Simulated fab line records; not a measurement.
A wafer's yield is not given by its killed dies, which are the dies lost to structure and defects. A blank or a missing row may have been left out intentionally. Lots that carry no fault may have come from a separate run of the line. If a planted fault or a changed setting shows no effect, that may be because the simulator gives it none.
Problem report in the 8D (eight disciplines) form, filled by code || flow n5-finfet || the parts of the form that need people (team, actions taken, sign-off) are left out

== 1. THE PROBLEM ==
At N5_BEOL_M10_ETCH_66, run-length-s averages 162.5 s over 4 wafers from 3 lots, while fault-free wafers read 203.3 s, standard deviation 0.46. That is -89 standard deviations from the usual mean.
The step: etches SOC in N2/H2, target depth 120 nm, overetch 24 nm, time 180 s.
The first sign was on wafer L866.2 at day 14 06:13, on rie-diel-01. At this step, 19 wafers from 7 lots have a number in the record. By rule, "out" or "out of limits" means more than 4 standard deviations away from the usual mean. The rest of the wafers with a number are treated as sound.

== 2. WHAT THIS IS AND IS NOT ==
{"question": "which readings at this step", "is": "run-length-s", "is not": "drypump-motor-current-A, rf-vpp-V, showerhead-plenum-p-Torr, throttle-valve-pct"}
{"question": "which lots", "is": "L866, L868, L869", "is not": "L853, L855, L870, L876"}
{"question": "which wafers of those lots", "is": "L866.2, L868.2, L869.2, L869.6", "is not": "L866.3, L866.4, L868.1"}
{"question": "read on which tools", "is": "rie-diel-01", "is not": "rie-diel-03, rie-diel-05"}
{"question": "when", "is": "from day 14 06:13", "is not": "up to then (8 sound wafers); but 7 sound wafers of L868, L870, L876 came after"}

== 3. THE SUSPECTS, EACH WITH WHAT RULES IT OUT ==
Counting: a tool at a process step up to the reading stays a suspect if it ran every lot that is out. Sound lots after the first of them don't rule it out here, since some wafers of a struck lot are sound.
- rie-diel-01 at N5_BEOL_M10_DESCUM_33 (chemistry O2, time 7.9 s): kept. Ran every lot that is out, first one L866 (day 14 06:08); last sound lot up to then L855 (day 10 08:16).
- rie-diel-01 at N5_BEOL_M10_ETCH_65 (etches SiARC in CF4, target depth 39 nm, time 65 s): kept. Ran every lot that is out, first one L866 (day 14 06:10); last sound lot up to then L855 (day 10 08:18).
- rie-diel-01 at N5_BEOL_M10_ETCH_66 (etches SOC in N2/H2, target depth 120 nm, overetch 24 nm, time 180 s): kept. Ran every lot that is out, first one L866 (day 14 06:13); last sound lot up to then L855 (day 10 08:21). Out on those wafers are its own readings of run-length-s.
The count leaves rie-diel-01 at N5_BEOL_M10_DESCUM_33, rie-diel-01 at N5_BEOL_M10_ETCH_65, and rie-diel-01 at N5_BEOL_M10_ETCH_66.

== 4. THE CAUSE (what the simulator had put in) ==
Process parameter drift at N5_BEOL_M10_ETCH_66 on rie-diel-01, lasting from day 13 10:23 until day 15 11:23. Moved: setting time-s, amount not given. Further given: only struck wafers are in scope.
Counting left 3 suspects, and this tool is among them.

== 5. THE EFFECT CHAIN, in route order ==
One row per reading whose mean, taken over the struck wafers that have a number, lies over 3 standard deviations from the usual. Scope: only readings with a usual standard deviation given in the record; hours: median across lots of the time from each lot's start at the first step in this table that gives one to its start at this step; sigmas: change in usual standard deviations.
{"hours": 0, "step": "N5_BEOL_M10_ETCH_66", "reading": "oes-product-au", "usual": "0.64 a.u.", "on struck wafers": 0.90, "change": "+0.26", "sigmas": "+3.9"}
{"hours": 0, "step": "N5_BEOL_M10_ETCH_66", "reading": "run-length-s", "usual": "203.3 s", "on struck wafers": 162.5, "change": -40.8, "sigmas": -89}
Its process steps:
- N5_BEOL_M10_ETCH_66: etches SOC in N2/H2, target depth 120 nm, overetch 24 nm, time 180 s.

== 6. WHAT WOULD HAVE CAUGHT IT SOONER ==
In this record the first reading out of limits was taken at day 14 06:13, 20 hours after the fault began at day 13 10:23.
